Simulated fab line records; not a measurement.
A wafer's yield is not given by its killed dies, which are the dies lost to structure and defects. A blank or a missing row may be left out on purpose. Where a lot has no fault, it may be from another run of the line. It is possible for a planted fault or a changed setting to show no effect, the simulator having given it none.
Matching of chambers | flow n5_finfet | 4 sister chambers for N5_BEOL_M0_SAQP_CUT_ETCH_46 on rie_diel-06
The step etches SOC in N2/H2, target depth 135 nm, overetch 27 nm, time 202.5 s. 4 wafers are shown with their chamber, then 8 later ones without.

== EACH WAFER AND ITS CHAMBER ==
wafer  | chamber | showerhead_plenum_p_Torr (Torr)
L086.6 | 1       | 2.49
L089.2 | 2       | 2.61
L089.5 | 3       | 2.43
L090.1 | 0       | 2.39

== WAFERS WHOSE CHAMBER IS MISSING ==
wafer  | showerhead_plenum_p_Torr (Torr)
L090.2 | 2.43
L090.3 | 2.49
L092.1 | 2.38
L092.3 | 2.43
L092.4 | 2.38
L096.1 | 2.61
L096.4 | 2.42
L096.6 | 2.48

== CHAMBER TAKEN BY EACH ==
wafer  | from the rows above | in truth
L090.2 | 3                   | 3
L090.3 | 1                   | 1
L092.1 | 0                   | 0
L092.3 | 3                   | 3
L092.4 | 0                   | 0
L096.1 | 2                   | 2
L096.4 | 3                   | 3
L096.6 | 1                   | 1
Correctly placed: 8 of 8. From these rows, 0 cannot be placed. Wrongly placed: 0.
How it was worked out, from the rows above alone: a wafer's distance from a chamber is the root of the sum, over the readings, of the square of ((its reading less the chamber's mean) divided by the reading's scatter). If the next closest chamber is less than 2 further off than the closest, the wafer can't be placed; otherwise it belongs to the closest. A chamber's mean is the mean of its shown wafers. The scatter (one wafer shown for each chamber): square how far every hidden wafer sits from the nearest shown wafer, average those squares and take the square root.
